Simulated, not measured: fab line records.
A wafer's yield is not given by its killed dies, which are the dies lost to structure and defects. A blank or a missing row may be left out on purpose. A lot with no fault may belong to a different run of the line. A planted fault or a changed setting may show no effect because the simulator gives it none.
Matching of chambers + flow nand harc + rie diel-05 running NHARC_A_CHANNEL_FILL_D2_ETCHBACK_20: 4 sister chambers
The step etches the open film in C4F8/O2/Ar, target depth 27 nm, time 13.5 s. 4 wafers are shown with their chamber, then 12 later ones without.

== WAFERS, EACH WITH ITS CHAMBER ==
| wafer  | chamber | rf vpp V (V) |
|--------|---------|--------------|
| L086.2 | 1       | 982          |
| L089.2 | 2       | 977          |
| L090.4 | 0       | 986          |
| L090.6 | 3       | 971          |

== WAFERS WHOSE CHAMBER IS MISSING ==
| wafer  | rf vpp V (V) |
|--------|--------------|
| L094.2 | 979          |
| L094.3 | 970          |
| L094.4 | 986          |
| L095.1 | 987          |
| L095.2 | 984          |
| L095.3 | 971          |
| L096.1 | 979          |
| L096.2 | 970          |
| L096.5 | 984          |
| L097.2 | 987          |
| L097.4 | 969          |
| L097.6 | 988          |

== EACH ONE'S CHAMBER ==
| wafer  | from the rows above     | in truth |
|--------|-------------------------|----------|
| L094.2 | can't be placed: 2 or 1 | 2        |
| L094.3 | 3                       | 3        |
| L094.4 | 0                       | 0        |
| L095.1 | 0                       | 0        |
| L095.2 | can't be placed: 0 or 1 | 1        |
| L095.3 | 3                       | 3        |
| L096.1 | can't be placed: 2 or 1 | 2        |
| L096.2 | 3                       | 3        |
| L096.5 | can't be placed: 0 or 1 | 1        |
| L097.2 | 0                       | 0        |
| L097.4 | 3                       | 3        |
| L097.6 | 0                       | 0        |
Placed correctly: 8 of 12. Can't be placed from these rows: 4 (the true chamber is among the candidates in 4). Wrongly placed: 0.
How it was worked out, from the rows above alone: a wafer's distance from a chamber is the root of the sum, over the readings, of the square of ((its reading less the chamber's mean) divided by the reading's scatter). If the next closest chamber is less than 2 further off than the closest, the wafer can't be placed; otherwise it belongs to the closest. For every chamber, the mean is computed from those of its wafers that are shown. The scatter: with one shown wafer a chamber, the root of the mean of the squares of how far each hidden wafer lies from its nearest shown one.
